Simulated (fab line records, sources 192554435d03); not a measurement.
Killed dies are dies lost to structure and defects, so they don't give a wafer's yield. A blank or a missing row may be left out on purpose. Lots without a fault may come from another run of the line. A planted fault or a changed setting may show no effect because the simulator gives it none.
fab line records | flow n5_finfet | part 1 of 2: steps 1 to 20 of 27
record lots=5 wafers=15 last_day=17
route steps=1938 shown MOL_CONTACT_COAG@589
lots that met no fault: from a run of the same line without faults
start_h: hours from the record's first day to the start of the lot's first wafer shown | wait_h: hours since the lot's step before | " the same as in the row above | L1.1+2: a row that stands for several wafers | - no value, or no start given | * or withheld: withheld | < > ~ a bound
route shown NAME@n: a module of which the file shows steps, and the number in the route of the first | usual: mean/standard deviation of fault-free wafers | same: alike in all rows | chamber/n: place in a boat | sites: the reading at each site | _std_site: their standard deviation | _edge_site: outer sites' mean less inner sites' | radius_mm: how far each site lies from the wafer's centre | mask NAME#n: copy n | behind: the tool/chamber that last shaped the wafer | hold: why the lot was held/for how many hours/how that ended | device: the transistor (n, p or np) that didn't switch | end of line: the same wafers' tests at the end of the route | a step without rows: its recipe alone | killed: dies lost to structure and defects at the first sort, not the wafer's yield | map: a wafer's dies, x killed, . not, _ none there
set.NAME: the setting as run; set.NAME@STEP: as run at that earlier step | model.NAME: the simulator's own value behind a step, which no gauge read
lots at some steps of the route; a table a step, a row a wafer
services: from which hour (start_h, from the record's first day; less than 0 if before it) a tool's chamber was out of use, for how many hours, and why
## steps
# step N5_MOL_CONTACT_COAG_STRIP_119
# recipe chemistry=N2/H2 time_s=30 power_w=1000 temp_c=250 pressure_mtorr=withheld n2_flow_sccm=1750 h2_flow_sccm=3250
# usual drypump_motor_current_A=5.75/0.27 heater_power_w=360/26
# same time_s=30
# columns lot.wafer tool chamber start_h wait_h drypump_motor_current_A heater_power_w rf_hours_counter_h
L077.1 plasma_asher-02 1 117.58 0.1 5.95 379 43
L077.2 " 0 " " 5.51 365 43
L077.3 " 0 " " 5.54 369 -
L078.1 plasma_asher-02 1 119.18 0.1 5.96 363 43
L078.4 " 0 " " 5.55 366 -
L078.5 " 0 " " 5.53 366 -
L085.2 plasma_asher-01 1 169.39 0.1 6.12 379 110
L085.3 " 1 " " 6.13 381 -
L085.6 " 0 " " 5.41 305 -
L088.2 plasma_asher-02 1 180.94 0.1 5.95 370 55
L088.5 " 1 " " 5.94 371 -
L088.6 " 0 " " 5.55 361 -
L097.1 plasma_asher-01 1 242.28 0.1 6.12 380 122
L097.4 " 1 " " 6.16 376 -
L097.6 " 0 " " 5.36 305 -
# step N5_MOL_CONTACT_COAG_PRECLEAN_144
# recipe chemistry=alkaline_clean temp_c=60 time_s=60 do_ppb=50
# usual bath_guard_temp_C=60.0/0.56 do_ppb=50.0/0.49
# same time_s=60
# columns lot.wafer tool chamber start_h wait_h bath_guard_temp_C do_ppb
L077.1 wet_bench-01 2 117.66 0.1 60.2 50.4
L077.2 " 5 " " 60.2 50.7
L077.3 " 1 " " 60.6 50.7
L078.1 wet_bench-01 7 119.27 0.1 59.3 49.8
L078.4 " 2 " " 60.0 50.0
L078.5 " 3 " " 59.6 50.1
L085.2 wet_bench-01 7 169.48 0.1 59.7 50.4
L085.3 " 0 " " 59.4 49.5
L085.6 " 2 " " 60.0 50.5
L088.2 wet_bench-01 5 181.03 0.1 60.8 49.9
L088.5 " 3 " " 59.9 49.9
L088.6 " 4 " " 61.1 49.8
L097.1 wet_bench-01 4 242.37 0.1 61.5 50.6
L097.4 " 1 " " 60.7 50.4
L097.6 " 0 " " 59.5 50.8
# step N5_MOL_CONTACT_COAG_SRD_145
# recipe dry=ipa_marangoni time_s=30 temp_c=23 rinse_liquid=diw
# same time_s=30
# columns lot.wafer tool chamber start_h wait_h
L077.1+2+3 wet_bench-01 2,5,1 117.68 0.0
L078.1+4+5 wet_bench-01 7,2,3 119.29 0.0
L085.2+3+6 wet_bench-01 7,0,2 169.50 0.0
L088.2+5+6 wet_bench-01 5,3,4 181.05 0.0
L097.1+4+6 wet_bench-01 4,1,0 242.38 0.0
# step N5_MOL_CONTACT_COAG_CD_MEAS_137
# recipe target_cd_nm=16
# usual cd_nm=16.0/0.35
# columns lot.wafer tool chamber start_h wait_h cd_nm
L077.1 cd_sem-03 - 117.72 0.0 16.7
L077.2 " - " " 16.5
L077.3 " - " " 16.7
L078.1 cd_sem-03 - 119.33 0.0 15.2
L078.4 " - " " 16.2
L078.5 " - " " 16.6
L085.2 cd_sem-03 - 169.54 0.0 16.0
L085.3 " - " " 15.6
L085.6 " - " " 16.0
L088.2 cd_sem-01 - 181.09 0.0 16.2
L088.5 " - " " 16.1
L088.6 " - " " 16.2
L097.1 cd_sem-03 - 242.42 0.0 16.1
L097.4 " - " " 16.2
L097.6 " - " " 15.8
# step N5_MOL_CONTACT_COAG_COAT_62
# recipe resist=SOC temp_c=250 time_s=60 spin_rpm=1500 resist_thk_nm=60
# usual resist_line_temp_C=23.03/0.1
# same time_s=60
# columns lot.wafer tool chamber start_h wait_h resist_line_temp_C
L077.1 litho_track-04 0 117.76 0.0 23.11
L077.2 " 0 " " 23.02
L077.3 " 0 " " 23.13
L078.1 litho_track-03 0 119.37 0.0 23.05
L078.4 " 0 " " 22.93
L078.5 " 0 " " 23.23
L085.2 litho_track-01 0 169.58 0.0 23.00
L085.3 " 0 " " 22.94
L085.6 " 0 " " 22.90
L088.2 litho_track-03 0 181.13 0.0 23.18
L088.5 " 0 " " 23.12
L088.6 " 0 " " 23.13
L097.1 litho_track-03 0 242.46 0.0 23.19
L097.4 " 0 " " 23.06
L097.6 " 0 " " 23.16
# step N5_MOL_CONTACT_COAG_COAT_63
# recipe resist=SiARC temp_c=220 time_s=60 spin_rpm=1500 resist_thk_nm=10
# usual resist_line_temp_C=22.95/0.092
# same time_s=60
# columns lot.wafer tool chamber start_h wait_h resist_line_temp_C
L077.1 litho_track-04 0 - - 23.03
L077.2 " 0 " " 23.03
L077.3 " 0 " " 23.03
L078.1 litho_track-03 0 - - 22.91
L078.4 " 0 " " 22.92
L078.5 " 0 " " 22.90
L085.2 litho_track-01 0 - - 22.92
L085.3 " 0 " " 22.96
L085.6 " 0 " " 22.82
L088.2 litho_track-03 0 - - 22.80
L088.5 " 0 " " 22.94
L088.6 " 0 " " 22.99
L097.1 litho_track-03 0 - - 22.98
L097.4 " 0 " " 22.98
L097.6 " 0 " " 22.98
# step N5_MOL_CONTACT_COAG_COAT_64
# recipe resist=underlayer temp_c=205 time_s=60 spin_rpm=1500 resist_thk_nm=10
# usual resist_line_temp_C=23.00/0.099
# same time_s=60
# columns lot.wafer tool chamber start_h wait_h resist_line_temp_C
L077.1 litho_track-04 0 - - 22.97
L077.2 " 0 " " 23.03
L077.3 " 0 " " 22.92
L078.1 litho_track-03 0 - - 23.19
L078.4 " 0 " " 23.04
L078.5 " 0 " " 23.12
L085.2 litho_track-01 0 - - 22.92
L085.3 " 0 " " 22.81
L085.6 " 0 " " 23.05
L088.2 litho_track-03 0 - - 23.12
L088.5 " 0 " " 23.21
L088.6 " 0 " " 23.05
L097.1 litho_track-03 0 - - 22.86
L097.4 " 0 " " 22.97
L097.6 " 0 " " 22.90
# step N5_MOL_CONTACT_COAG_COAT_34
# recipe resist=CAR-EUV spin_rpm=1500 resist_thk_nm=40
# usual resist_line_temp_C=23.02/0.095
# columns lot.wafer tool chamber start_h wait_h resist_line_temp_C
L077.1 litho_track-04 0 - - 22.89
L077.2 " 0 " " 23.04
L077.3 " 0 " " 23.05
L078.1 litho_track-03 0 - - 23.11
L078.4 " 0 " " 23.02
L078.5 " 0 " " 23.07
L085.2 litho_track-01 0 - - 22.99
L085.3 " 0 " " 23.09
L085.6 " 0 " " 23.09
L088.2 litho_track-03 0 - - 23.11
L088.5 " 0 " " 23.10
L088.6 " 0 " " 23.05
L097.1 litho_track-03 0 - - 22.97
L097.4 " 0 " " 23.07
L097.6 " 0 " " 23.09
# step N5_MOL_CONTACT_COAG_EBR_36
# recipe solvent=PGMEA ebr_width_mm=1.5
# usual resist_line_temp_C=22.98/0.12
# columns lot.wafer tool chamber start_h wait_h resist_line_temp_C
L077.1 litho_track-04 0 - - 22.97
L077.2 " 0 " " 22.96
L077.3 " 0 " " 23.06
L078.1 litho_track-03 0 - - 23.01
L078.4 " 0 " " 23.03
L078.5 " 0 " " 23.05
L085.2 litho_track-01 0 - - 22.99
L085.3 " 0 " " 22.80
L085.6 " 0 " " 22.88
L088.2 litho_track-03 0 - - 23.00
L088.5 " 0 " " 22.93
L088.6 " 0 " " 22.96
L097.1 litho_track-03 0 - - 22.93
L097.4 " 0 " " 23.02
L097.6 " 0 " " 22.98
# step N5_MOL_CONTACT_COAG_SOFTBAKE_35
# recipe temp_c=110 time_s=60 resist=CAR-EUV
# usual resist_line_temp_C=23.00/0.11
# same time_s=60
# columns lot.wafer tool chamber start_h wait_h resist_line_temp_C
L077.1 litho_track-04 0 - - 23.05
L077.2 " 0 " " 23.16
L077.3 " 0 " " 22.92
L078.1 litho_track-03 0 - - 23.06
L078.4 " 0 " " 22.92
L078.5 " 0 " " 22.80
L085.2 litho_track-01 0 - - 22.90
L085.3 " 0 " " 23.06
L085.6 " 0 " " 22.84
L088.2 litho_track-03 0 - - 22.95
L088.5 " 0 " " 22.87
L088.6 " 0 " " 22.94
L097.1 litho_track-03 0 - - 23.04
L097.4 " 0 " " 22.91
L097.6 " 0 " " 23.05
# step N5_MOL_CONTACT_COAG_EXPOSE_37
# recipe mask_id=VD na=0.33 source_shape=annular sigma_inner=0.3 sigma_outer=0.7 polarization=unpolarized defocus_nm=0 dose_mj=62
# same sigma_inner=0.3
# columns lot.wafer tool chamber start_h wait_h mask
L077.1+2+3 euv_scanner-01 0 118.02 - VD#0
L078.1+4+5 euv_scanner-01 0 119.50 - VD#0
L085.2+3+6 euv_scanner-01 0 169.72 - VD#0
L088.2+5+6 euv_scanner-01 0 181.40 - VD#0
L097.1+4+6 euv_scanner-02 0 242.72 - VD#0
# step N5_MOL_CONTACT_COAG_PEB_38
# recipe peb_temp_c=100 peb_time_s=60 resist=CAR-EUV
# usual resist_line_temp_C=23.01/0.11
# columns lot.wafer tool chamber start_h wait_h resist_line_temp_C
L077.1 litho_track-01 0 118.10 0.1 23.08
L077.2 " 0 " " 22.88
L077.3 " 0 " " 23.07
L078.1 litho_track-04 0 119.58 0.1 22.93
L078.4 " 0 " " 22.87
L078.5 " 0 " " 22.94
L085.2 litho_track-04 0 169.79 0.1 23.01
L085.3 " 0 " " 22.70
L085.6 " 0 " " 22.87
L088.2 litho_track-04 0 181.47 0.1 23.10
L088.5 " 0 " " 23.11
L088.6 " 0 " " 23.19
L097.1 litho_track-03 0 242.80 0.1 23.14
L097.4 " 0 " " 23.01
L097.6 " 0 " " 23.10
# step N5_MOL_CONTACT_COAG_DEVELOP_39
# recipe develop_time_s=30 developer=TMAH resist=CAR-EUV rinse_liquid=surfactant_rinse dry=air_spin dev_temp_c=23
# usual resist_line_temp_C=23.00/0.11
# columns lot.wafer tool chamber start_h wait_h resist_line_temp_C
L077.1 litho_track-01 0 - - 22.95
L077.2 " 0 " " 22.93
L077.3 " 0 " " 23.12
L078.1 litho_track-04 0 - - 22.94
L078.4 " 0 " " 23.07
L078.5 " 0 " " 23.13
L085.2 litho_track-04 0 - - 23.10
L085.3 " 0 " " 23.20
L085.6 " 0 " " 23.12
L088.2 litho_track-04 0 - - 23.00
L088.5 " 0 " " 22.91
L088.6 " 0 " " 22.98
L097.1 litho_track-03 0 - - 23.00
L097.4 " 0 " " 23.15
L097.6 " 0 " " 23.05
# step N5_MOL_CONTACT_COAG_CD_MEAS_40
# recipe target_cd_nm=25.1 landing_energy_ev=500 detector=se_inlens polarity=opening
# usual cd_nm=25.03/0.24
# columns lot.wafer tool chamber start_h wait_h cd_nm
L077.1 cd_sem-03 0 118.17 - 24.88
L077.2 " 0 " " 25.29
L077.3 " 0 " " 24.90
L078.1 cd_sem-02 0 119.65 - 24.79
L078.4 " 0 " " 25.01
L078.5 " 0 " " 25.08
L085.2 cd_sem-02 0 169.86 - 24.83
L085.3 " 0 " " 25.10
L085.6 " 0 " " 25.14
L088.2 cd_sem-03 0 181.53 - 24.94
L088.5 " 0 " " 24.78
L088.6 " 0 " " 25.02
L097.1 cd_sem-01 0 242.87 - 25.37
L097.4 " 0 " " 25.00
L097.6 " 0 " " 25.16
# step N5_MOL_CONTACT_COAG_OVL_MEAS_41
# recipe points_per_wafer=522
# usual VD_OVL=-0.1/0.69
# same points_per_wafer=522
# columns lot.wafer tool chamber start_h wait_h VD_OVL[nm]
L077.1 overlay-02 0 118.20 0.0 -0.9
L077.2 " 0 " " 0.0
L077.3 " 0 " " -1.0
L078.1 overlay-01 0 119.68 0.0 0.0
L078.4 " 0 " " -0.3
L078.5 " 0 " " 0.5
L085.2 overlay-01 0 169.89 0.0 0.6
L085.3 " 0 " " -0.4
L085.6 " 0 " " 0.4
L088.2 overlay-01 0 181.57 0.0 -0.4
L088.5 " 0 " " -0.4
L088.6 " 0 " " -0.1
L097.1 overlay-02 0 242.90 0.0 -1.2
L097.4 " 0 " " -0.1
L097.6 " 0 " " -0.1
# step N5_MOL_CONTACT_COAG_INSPECT_42
# recipe mode=adi inspect_instrument=brightfield
# usual raw_defect_count=208/44
# columns lot.wafer tool chamber start_h wait_h raw_defect_count
L077.1 defect_inspect-02 - 118.25 0.1 312
L077.2 " - " " 306
L077.3 " - " " 209
L078.1 defect_inspect-02 - 119.74 0.1 247
L078.4 " - " " 239
L078.5 " - " " 163
L085.2 defect_inspect-02 - 169.95 0.0 271
L085.3 " - " " 274
L085.6 " - " " 174
L088.2 defect_inspect-01 - 181.62 0.0 235
L088.5 " - " " 235
L088.6 " - " " 190
L097.1 defect_inspect-02 - 242.96 0.1 212
L097.4 " - " " 205
L097.6 " - " " 154
# step N5_MOL_CONTACT_COAG_DESCUM_45
# recipe chemistry=O2 time_s=7 source_power_w=50 bias_power_w=20 pressure_mtorr=20 rf_frequency_hz=2.712e+07 temp_c=40 resist=CAR-EUV o2_flow_sccm=225
# usual drypump_motor_current_A=5.6/0.41 oes_product_au=0.81/0.091 rf_vpp_V=243.5/1.3 showerhead_plenum_p_Torr=2.12/0.071 throttle_valve_pct=20.44/0.17
# same time_s=7
# columns lot.wafer tool chamber start_h wait_h drypump_motor_current_A oes_product_au rf_hours_counter_h rf_vpp_V showerhead_plenum_p_Torr throttle_valve_pct
L077.1 rie_diel-01 2 118.29 0.0 4.9 0.98 4 245.2 2.17 20.31
L077.2 " 0 " " 5.4 0.90 39 244.4 2.15 20.39
L077.3 " 3 " " 5.6 0.71 198 244.1 2.17 20.65
L078.1 rie_diel-01 0 119.77 0.0 5.4 0.90 39 243.0 2.15 20.39
L078.4 " 1 " " 6.1 0.87 56 244.2 2.13 20.43
L078.5 " 1 " " 6.1 0.87 - 244.0 2.13 20.45
L085.2 rie_diel-06 2 169.98 0.0 5.3 0.87 46 245.8 2.22 20.25
L085.3 " 1 " " 6.2 0.70 205 242.5 1.97 20.38
L085.6 " 0 " " 5.3 0.75 - 243.9 2.09 20.63
L088.2 rie_diel-01 1 181.65 0.0 6.1 0.84 83 243.6 2.12 20.49
L088.5 " 1 " " 6.1 0.84 - 244.8 2.12 20.48
L088.6 " 0 " " 5.4 0.86 - 242.1 2.14 20.43
L097.1 rie_diel-05 0 243.36 0.4 5.7 0.78 119 244.1 2.11 20.14
L097.4 " 3 " " 6.3 0.92 11 244.5 2.13 20.22
L097.6 " 1 " " 5.9 0.88 - 242.3 2.02 20.48
# step N5_MOL_CONTACT_COAG_ETCH_65
# recipe chemistry=N2/H2 target=underlayer target_depth_a=130 mask_material=CAR-EUV time_s=10.4 ion_energy_ev=200 pressure_mtorr=30 source_w=840 bias_w=150 n2_flow_sccm=200 h2_flow_sccm=200 ends=cleared
# usual drypump_motor_current_A=5.6/0.41 etch_rf_on_time_s=10.33/0.21 oes_product_au=0.70/0.082 rf_vpp_V=524.6/2.3 showerhead_plenum_p_Torr=2.56/0.081 throttle_valve_pct=17.83/0.2
# columns lot.wafer tool chamber start_h wait_h drypump_motor_current_A etch_rf_on_time_s oes_product_au rf_hours_counter_h rf_vpp_V showerhead_plenum_p_Torr throttle_valve_pct
L077.1 rie_diel-01 2 118.32 0.0 4.9 10.04 0.85 4 524.8 2.61 17.59
L077.2 " 0 " " 5.4 10.15 0.78 39 524.6 2.57 17.57
L077.3 " 3 " " 5.6 10.40 0.61 198 525.9 2.62 18.01
L078.1 rie_diel-01 0 119.81 0.0 5.4 10.08 0.78 39 526.4 2.57 17.58
L078.4 " 1 " " 6.1 9.97 0.75 56 524.8 2.56 17.70
L078.5 " 1 " " 6.1 9.96 0.76 - 524.2 2.56 17.71
L085.2 rie_diel-06 2 170.02 0.0 5.2 10.21 0.74 46 528.3 2.69 17.67
L085.3 " 1 " " 6.1 10.59 0.60 205 519.3 2.41 17.98
L085.6 " 0 " " 5.3 10.39 0.65 - 524.5 2.56 18.17
L088.2 rie_diel-01 1 181.69 0.0 6.1 10.25 0.71 83 525.0 2.55 17.76
L088.5 " 1 " " 6.1 10.17 0.72 - 524.5 2.55 17.76
L088.6 " 0 " " 5.4 10.31 0.74 - 523.2 2.56 17.63
L097.1 rie_diel-05 0 243.39 0.0 5.7 10.52 0.66 119 523.5 2.58 17.65
L097.4 " 3 " " 6.3 10.32 0.78 11 525.7 2.62 17.77
L097.6 " 1 " " 5.9 10.25 0.73 - 521.5 2.46 17.89
# step N5_MOL_CONTACT_COAG_ETCH_66
# recipe chemistry=CF4 target=SiARC target_depth_a=130 mask_material=CAR-EUV time_s=21.7 ion_energy_ev=80 pressure_mtorr=40 source_w=545 bias_w=36 Ar_flow_sccm=100 cf4_flow_sccm=100 ends=cleared
# usual drypump_motor_current_A=5.6/0.41 etch_rf_on_time_s=21.5/0.44 oes_product_au=0.70/0.081 rf_vpp_V=184.3/1.2 showerhead_plenum_p_Torr=2.16/0.06 throttle_valve_pct=15.55/0.23
# columns lot.wafer tool chamber start_h wait_h drypump_motor_current_A etch_rf_on_time_s oes_product_au rf_hours_counter_h rf_vpp_V showerhead_plenum_p_Torr throttle_valve_pct
L077.1 rie_diel-01 2 118.34 0.0 4.9 21.3 0.85 4 185.2 2.18 15.19
L077.2 " 0 " " 5.4 21.2 0.78 39 183.5 2.18 15.38
L077.3 " 3 " " 5.6 21.6 0.61 198 184.2 2.21 15.83
L078.1 rie_diel-01 0 119.83 0.0 5.4 20.9 0.78 39 183.7 2.18 15.38
L078.4 " 1 " " 6.1 20.9 0.75 56 184.8 2.18 15.56
L078.5 " 1 " " 6.1 20.8 0.75 - 185.4 2.18 15.57
L085.2 rie_diel-06 2 170.04 0.0 5.3 21.7 0.74 46 185.7 2.25 15.34
L085.3 " 1 " " 6.1 22.3 0.60 205 183.1 2.05 15.68
L085.6 " 0 " " 5.3 21.5 0.64 - 183.7 2.14 15.77
L088.2 rie_diel-01 1 181.71 0.0 6.1 21.3 0.72 83 185.5 2.17 15.61
L088.5 " 1 " " 6.1 21.2 0.72 - 184.3 2.17 15.63
L088.6 " 0 " " 5.4 21.2 0.75 - 183.8 2.17 15.43
L097.1 rie_diel-05 0 243.41 0.0 5.7 21.9 0.66 119 184.7 2.15 15.28
L097.4 " 3 " " 6.3 21.5 0.79 11 185.5 2.18 15.41
L097.6 " 1 " " 5.8 21.7 0.73 - 181.6 2.07 15.58
# step N5_MOL_CONTACT_COAG_ALD_133
# recipe material=SiO2 target_thk_a=50 temp_c=100 ald_precursor_family=BDEAS ald_co_reactant=O2-plasma pulse_time_s=1 co_reactant_pulse_time_s=1 purge_time_s=2 co_reactant_purge_time_s=2 ald_cycles=35 pressure_torr=2
# usual heater_power_outer_w=40/4 heater_power_w=76/6.7 precursor_pulse_height_rel=0.998/0.019
# columns lot.wafer tool chamber start_h wait_h heater_power_outer_w heater_power_w precursor_pulse_height_rel
L077.1 ald_sin-03 2 118.42 0.1 37 81 0.985
L077.2 " 1 " " 43 80 1.022
L077.3 " 3 " " 39 69 0.977
L078.1 ald_sin-03 2 120.01 0.1 38 82 1.016
L078.4 " 0 " " 42 77 0.960
L078.5 " 1 " " 43 80 0.982
L085.2 ald_sin-04 0 170.23 0.2 37 74 0.990
L085.3 " 1 " " 36 69 1.024
L085.6 " 0 " " 37 73 1.006
L088.2 ald_sin-02 3 181.90 0.2 43 87 1.014
L088.5 " 3 " " 41 88 0.988
L088.6 " 2 " " 32 66 0.991
L097.1 ald_sin-04 0 243.50 0.1 37 77 1.009
L097.4 " 2 " " 47 79 0.980
L097.6 " 2 " " 46 80 0.983
